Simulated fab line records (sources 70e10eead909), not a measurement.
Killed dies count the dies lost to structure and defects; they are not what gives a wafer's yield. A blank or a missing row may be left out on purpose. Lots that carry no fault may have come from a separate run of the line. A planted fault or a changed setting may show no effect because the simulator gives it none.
A lot that was struck, set against a sound lot + flow nand-harc + 15 out of 1302 route steps
Sound: the wafers L851.1, L851.2, L851.6. Struck: wafer L845.6 (L845.2, L845.5, from the same lot, were not struck and are left out); the cause is given at the end.
Order at every step that has rows: each side's tool, ch and its chambers, its first start. Under that, the readings that differ: sound wafers + struck wafers + difference of the means + sigmas: that difference in standard deviations of wafers without a fault.
alike: same words and numbers on both sides, and readings whose means sit less than 2 such deviations apart. not compared: any withheld reading, any reading some wafer has no value for, any bound like >300 that may hide the same value, and any number with overlapping values for which the record gives no deviation.
The two part at a step that has a row with sigmas, a row that says differs or no value, or rows on one side only. When numbers do not overlap yet have no deviation, they are printed without sigmas and do not part them. Lack of a reading on every wafer of one side parts them only where that side has two or more wafers.

NHARC_A_CHANNEL_HOLE_D1_CD_MEAS_30:
  sound on cd-sem-02 at day 17 08:56; struck on cd-sem-03 at day 15 02:14
  alike: cd-nm
NHARC_A_CHANNEL_HOLE_D1_XSEM_31:
  sound on xsem-02 ch 0, day 17 09:01; struck on xsem-01 ch 0, day 15 02:20
| reading            | sound          | struck | difference | sigmas |
|--------------------|----------------|--------|------------|--------|
| tilt-deg (degrees) | 0.11 0.11 0.11 | 0.00   | -0.11      | -2     |
  alike: bot-cd-nm, bow-nm
NHARC_A_CHANNEL_HOLE_D1_INSPECT_40:
  sound on defect-inspect-02 at day 17 09:07; struck on defect-inspect-02 at day 15 02:25
  alike: raw-defect-count
then, 2 steps without rows for these wafers: NHARC_A_CHANNEL_FILL_D1_PRECLEAN_00 (cleans in SC1); NHARC_A_CHANNEL_FILL_D1_SRD_01.
NHARC_A_CHANNEL_FILL_D1_ALD_02: deposits SiO2, target thk 6 nm, pulse time 10 s, ald cycles 60.
  sound on ald-hk-02 ch 2,3, day 17 09:19; struck on ald-hk-03 ch 1, day 15 02:50
  alike: heater-power-w, precursor-pulse-height-rel
then, 1 step without rows for these wafers: NHARC_A_CHANNEL_FILL_D1_ALD_03 (deposits SiNx, target thk 6 nm, pulse time 60 s, ald cycles 58).
NHARC_A_CHANNEL_FILL_D1_ALD_14: deposits SiO2, target thk 2.5 nm, pulse time 10 s, ald cycles 25.
  sound on ald-hk-02 ch 0,3, day 17 16:21; struck on ald-hk-03 ch 2, day 15 08:55
  alike: heater-power-w, precursor-pulse-height-rel
NHARC_A_CHANNEL_FILL_D1_ALD_15: deposits SiNx, target thk 2 nm, pulse time 60 s, ald cycles 19.
  sound: ald-sin-batch-01 ch 0; struck: ald-sin-batch-02 ch 0
  alike: precursor-pulse-height-rel
NHARC_A_CHANNEL_FILL_D1_ALD_16: deposits SiO2, target thk 1.5 nm, pulse time 10 s, ald cycles 15.
  sound on ald-hk-01 ch 1,2, day 17 18:50; struck on ald-hk-03 ch 0, day 15 14:08
| reading                    | sound             | struck | difference | sigmas |
|----------------------------|-------------------|--------|------------|--------|
| precursor-pulse-height-rel | 0.995 1.016 1.013 | 1.048  | +0.040     | +2     |
  alike: heater-power-w
then, 2 steps without rows for these wafers: NHARC_A_CHANNEL_FILL_D1_ANNEAL_17 (time 1800 s); NHARC_A_CHANNEL_FILL_D1_CVD_18 (deposits poly-Si, target thk 3 nm).
NHARC_A_CHANNEL_FILL_D1_ETCHBACK_19: etches the open film in HBr/Cl2, target depth 5 nm, time 1.7 s.
  sound on rie-si-01 ch 1,2,3, day 18 06:46; struck on rie-si-06 ch 2, day 16 01:55
| reading               | sound             | struck | difference | sigmas |
|-----------------------|-------------------|--------|------------|--------|
| oes-product-au (a.u.) | 1.009 1.009 1.011 | 1.182  | +0.172     | +18    |
  alike: drypump-motor-current-A, mfc-cl2-sccm, rf-fwd-power-W, throttle-valve-pct
  not compared: rf-hours-counter-h
then, 1 step without rows for these wafers: NHARC_A_CHANNEL_FILL_D1_ETCHBACK_20 (etches the open film in C4F8/O2/Ar, target depth 27 nm, time 13.5 s).
-- record jumps: 15 days between struck wafers' starts before vs after; left off in module A_CHANNEL_FILL_D1, resumes in module END, first step shown is number 1302 of the route --
NHARC_END_SORT_01:
  the record has rows for the struck wafers here (prober-02 ch 0, day 30 18:54) and none for the sound ones

WHERE THEY PART
At NHARC_A_CHANNEL_HOLE_D1_XSEM_31 first; at NHARC_END_SORT_01 last (within this record only).

WHY: what the simulator had put in
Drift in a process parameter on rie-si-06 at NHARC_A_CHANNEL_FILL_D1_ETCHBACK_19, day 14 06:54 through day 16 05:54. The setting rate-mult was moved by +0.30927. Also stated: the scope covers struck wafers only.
